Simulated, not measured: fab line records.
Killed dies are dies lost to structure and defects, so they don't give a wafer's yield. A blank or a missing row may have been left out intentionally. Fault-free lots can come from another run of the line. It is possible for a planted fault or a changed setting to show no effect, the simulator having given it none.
Struck lot and sound lot, side by side | flow nand_harc | 16 steps out of a route of 1302
Sound: these wafers, L555.3, L555.5, L555.6. Struck: wafer L567.6 (left out: L567.2, L567.5 of the same lot, which were not struck); the cause appears at the end.
For every step that has rows: the tool of each side, followed by ch and its chambers, followed by its first start. Under that, the readings that differ: sound wafers | struck wafers | difference of the means | sigmas: that difference in standard deviations of wafers without a fault.
alike: same words and numbers on both sides, and readings whose means sit less than 2 such deviations apart. not compared: any withheld reading, any reading some wafer has no value for, any bound like >300 that may hide the same value, and any number with overlapping values for which the record gives no deviation.
The two part at a step that has a row with sigmas, a row that says differs or no value, or rows on one side only. Numbers that don't overlap but have no deviation are shown without sigmas and don't part them. A reading missing from all wafers of one side parts the sides only when that side holds two or more wafers.

NHARC_A_M0_DESCUM_14: chemistry O2, time 3 s.
  sound on rie_diel-10 ch 0,1, day 22 21:47; struck on rie_diel-08 ch 3, day 28 04:55
  alike: chamber_pressure_mTorr, drypump_motor_current_A, oes_product_au, rf_vpp_V, showerhead_plenum_p_Torr, throttle_valve_pct
  not compared: rf_hours_counter_h
NHARC_A_M0_ETCH_34: etches the open film in N2/H2, target depth 40 nm, overetch 12 nm, time 43.94 s.
  sound on rie_diel-10 ch 1,2, day 22 21:52; struck on rie_diel-08 ch 1, day 28 05:01
  alike: chamber_pressure_mTorr, drypump_motor_current_A, oes_product_au, rf_vpp_V, showerhead_plenum_p_Torr, throttle_valve_pct
  not compared: rf_hours_counter_h
then, 1 step without rows for these wafers: NHARC_A_M0_ETCH_15 (etches the open film in C4F8/Ar, target depth 150 nm, overetch 15 nm, time 82.5 s).
NHARC_A_M0_CD_MEAS_16:
  sound: cd_sem-02 at day 22 22:04; struck: cd_sem-02 at day 28 05:15
  alike: cd_nm
NHARC_A_M0_STRIP_18: strips in N2/H2.
  sound on rie_diel-09 ch 0,1,2, day 22 22:13; struck on rie_diel-10 ch 2, day 28 05:24
  reading                        | sound                | struck | difference | sigmas
  chamber_pressure_mTorr (mTorr) | 29.974 29.978 30.004 | 30.042 | +0.057     | +2
  throttle_valve_pct (%)         | 14.163 14.151 14.166 | 14.190 | +0.030     | +3
  alike: drypump_motor_current_A, oes_product_au, rf_vpp_V, showerhead_plenum_p_Torr
  not compared: rf_hours_counter_h
then, 3 steps without rows for these wafers: NHARC_A_M0_STRIP_19 (strips in post etch residue remover, time 600 s); NHARC_A_M0_DEGAS_28 (time 60 s); NHARC_A_M0_PRE_CLEAN_29 (time 30 s).
NHARC_A_M0_PVD_20: deposits TaN, target thk 5 nm, time 8.06 s.
  sound on pvd_sputter-02; struck on pvd_sputter-02
  alike: throttle_valve_pct
then, 2 steps without rows for these wafers: NHARC_A_M0_PVD_21 (deposits Cu, target thk 30 nm, time 20.49 s); NHARC_A_M0_ECD_22 (material Cu, target thk 400 nm).
NHARC_A_M0_ANNEAL_30: time 90 s.
  sound on rtp_anneal-01 ch 0, day 22 23:40; struck on rtp_anneal-01 ch 0, day 28 06:41
  alike: anneal_temp_c_max, wafer_temp_C_max
NHARC_A_M0_CMP_23: polishes, t overpolish 20 s, target thk 113.75 nm.
  sound on cmp-03 ch 1,2, day 22 23:54; struck on cmp-02 ch 1, day 28 07:04
  reading                | sound          | struck | difference | sigmas
  time_to_endpoint_s (s) | 24.2 25.7 27.9 | 17.3   | -8.6       | -3
  alike: motor_current_A, slurry_filter_dp_kPa
NHARC_A_M0_THK_MEAS_24: measures by xrf.
  sound: film_metro-02 at day 23 00:13; struck: film_metro-02 at day 28 07:18
  alike: thk_nm
after that, 1 step had no rows for these wafers: NHARC_A_M0_SRD_25.
NHARC_END_SORT_01:
  at this point the record logs the struck wafers (prober-01 ch 0, day 30 04:13) and has no rows for the sound ones

## WHERE THEY PART
Last at NHARC_END_SORT_01 as far as this record goes, first at NHARC_A_M0_STRIP_18.

WHY: whatever the simulator had introduced
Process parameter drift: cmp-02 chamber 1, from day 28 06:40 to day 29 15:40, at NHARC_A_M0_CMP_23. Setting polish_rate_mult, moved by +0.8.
